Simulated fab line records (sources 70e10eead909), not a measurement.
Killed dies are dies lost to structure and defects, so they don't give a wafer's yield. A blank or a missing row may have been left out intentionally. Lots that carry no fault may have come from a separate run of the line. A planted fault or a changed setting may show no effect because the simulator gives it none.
Matching of chambers	flow nandHarc	NHARC_A_STAIRCASE_TRIM_196 on rieDiel-11 has 4 sister chambers
The step chemistry O2, time 211.2 s. 20 wafers are shown with their chamber, then 10 later ones without.

WAFERS, EACH WITH ITS CHAMBER
wafer	chamber	drypumpMotorCurrentA (A)	showerheadPlenumPTorr (Torr)	oesProductAu (a.u.)
L074.1	2	5.4	3.68	1.005
L074.2	3	5.5	3.59	0.990
L074.6	0	6.1	3.57	1.003
L080.3	2	5.4	3.68	1.023
L080.5	1	5.8	3.57	1.001
L080.6	2	5.4	3.68	1.009
L082.1	0	6.1	3.56	1.001
L082.2	1	5.9	3.57	0.995
L082.3	3	5.5	3.58	1.000
L084.2	2	5.4	3.67	1.026
L084.4	1	5.8	3.56	1.002
L084.6	3	5.5	3.58	0.997
L088.4	1	5.8	3.56	1.001
L088.5	3	5.5	3.57	0.990
L088.6	0	6.1	3.56	1.002
L085.1	2	5.4	3.67	1.015
L085.2	1	5.9	3.56	0.988
L085.4	3	5.5	3.57	1.001
L089.1	2	5.4	3.66	1.013
L089.2	3	5.5	3.57	1.009

SIGNATURES (means of the wafers above)
reading	chamber 0	chamber 1	chamber 2	chamber 3	scatter within a chamber
drypumpMotorCurrentA	6.100	5.840	5.400	5.500	0.0274
showerheadPlenumPTorr	3.5633	3.5640	3.6733	3.5767	0.0073
oesProductAu	1.00200	0.99740	1.01517	0.99783	0.00676
Rule: for each reading, subtract the chamber's mean from the wafer's reading, divide by that reading's scatter and square the result; add these up over the readings and take the root, which gives the wafer's distance from the chamber. The wafer belongs to the nearest chamber; if the next one is less than 2 further off, it can't be placed. The scatter: take each reading less its chamber's mean, square it, sum over the shown wafers, divide by the number of wafers less the number of chambers, and take the root.

WAFERS WHOSE CHAMBER IS MISSING
wafer	drypumpMotorCurrentA (A)	showerheadPlenumPTorr (Torr)	oesProductAu (a.u.)
L089.5	6.1	3.55	1.002
L091.2	5.5	3.57	1.002
L091.3	5.9	3.56	0.989
L091.6	5.5	3.57	1.006
L093.3	6.1	3.55	0.990
L093.5	6.1	3.55	0.991
L093.6	5.8	3.55	1.002
L096.1	5.4	3.66	1.001
L096.2	5.5	3.56	1.004
L096.4	6.1	3.55	1.008

THE CHAMBER EACH PASSED THROUGH
wafer	from the rows above	in truth
L089.5	0	0
L091.2	3	3
L091.3	1	1
L091.6	3	3
L093.3	0	0
L093.5	0	0
L093.6	1	1
L096.1	2	2
L096.2	3	3
L096.4	0	0
Correctly placed: 10 of 10. From these rows, 0 cannot be placed. 0 placed wrongly.
